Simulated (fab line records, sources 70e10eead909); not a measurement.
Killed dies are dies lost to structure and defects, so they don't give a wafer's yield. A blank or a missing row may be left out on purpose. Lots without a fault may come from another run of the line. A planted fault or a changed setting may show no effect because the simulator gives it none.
Chamber matching | flow nand_harc | NHARC_A_CONTACT_DESCUM_13 on rie_diel-08: 4 sister chambers
The step chemistry O2, time 3 s. 14 wafers are shown with their chamber, then 7 later ones without.

WAFERS WITH THEIR CHAMBER
wafer  | chamber | showerhead_plenum_p_Torr (Torr) | drypump_motor_current_A (A) | oes_product_au (a.u.)
L074.1 | 3       | 1.83                            | 5.7                         | 0.990
L074.2 | 0       | 2.02                            | 5.9                         | 0.992
L074.4 | 1       | 1.87                            | 6.6                         | 1.015
L075.4 | 0       | 2.02                            | 5.9                         | 0.993
L075.5 | 1       | 1.87                            | 6.6                         | 1.022
L075.6 | 2       | 1.98                            | 6.5                         | 1.015
L079.2 | 1       | 1.86                            | 6.6                         | 1.001
L079.4 | 0       | 2.02                            | 5.9                         | 0.986
L079.6 | 3       | 1.82                            | 5.7                         | 1.001
L078.3 | 1       | 1.86                            | 6.6                         | 1.011
L078.5 | 0       | 2.02                            | 6.0                         | 0.987
L078.6 | 3       | 1.82                            | 5.6                         | 0.995
L085.3 | 1       | 1.85                            | 6.6                         | 1.015
L085.5 | 3       | 1.82                            | 5.6                         | 0.998

SIGNATURES (means of the wafers above)
reading                  | chamber 0 | chamber 1 | chamber 2 | chamber 3 | scatter within a chamber
showerhead_plenum_p_Torr | 2.0200    | 1.8620    | 1.9800    | 1.8225    | 0.00596
drypump_motor_current_A  | 5.925     | 6.600     | 6.500     | 5.650     | 0.0418
oes_product_au           | 0.98950   | 1.01280   | 1.01500   | 0.99600   | 0.00583
Rule: a wafer's distance from a chamber is the root of the sum, over the readings, of the square of ((its reading less the chamber's mean) divided by the reading's scatter). The wafer belongs to the nearest chamber; if the next one is less than 2 further off, it can't be placed. The scatter: the root of (the sum of the squares of (reading less its chamber's mean) over the shown wafers, divided by (wafers less chambers)).

WAFERS WITHOUT THEIR CHAMBER
wafer  | showerhead_plenum_p_Torr (Torr) | drypump_motor_current_A (A) | oes_product_au (a.u.)
L085.6 | 1.97                            | 6.5                         | 1.011
L088.2 | 1.85                            | 6.6                         | 1.005
L088.5 | 1.85                            | 6.6                         | 0.996
L088.6 | 2.01                            | 6.0                         | 0.991
L096.1 | 2.00                            | 5.9                         | 0.988
L096.2 | 1.96                            | 6.5                         | 1.005
L096.6 | 2.00                            | 6.0                         | 0.990

WHICH CHAMBER EACH WENT THROUGH
wafer  | from the rows above | in truth
L085.6 | 2                   | 2
L088.2 | 1                   | 1
L088.5 | 1                   | 1
L088.6 | 0                   | 0
L096.1 | 0                   | 0
L096.2 | 2                   | 2
L096.6 | 0                   | 0
Placed correctly: 7 of 7. Can't be placed from these rows: 0. Placed wrongly: 0.
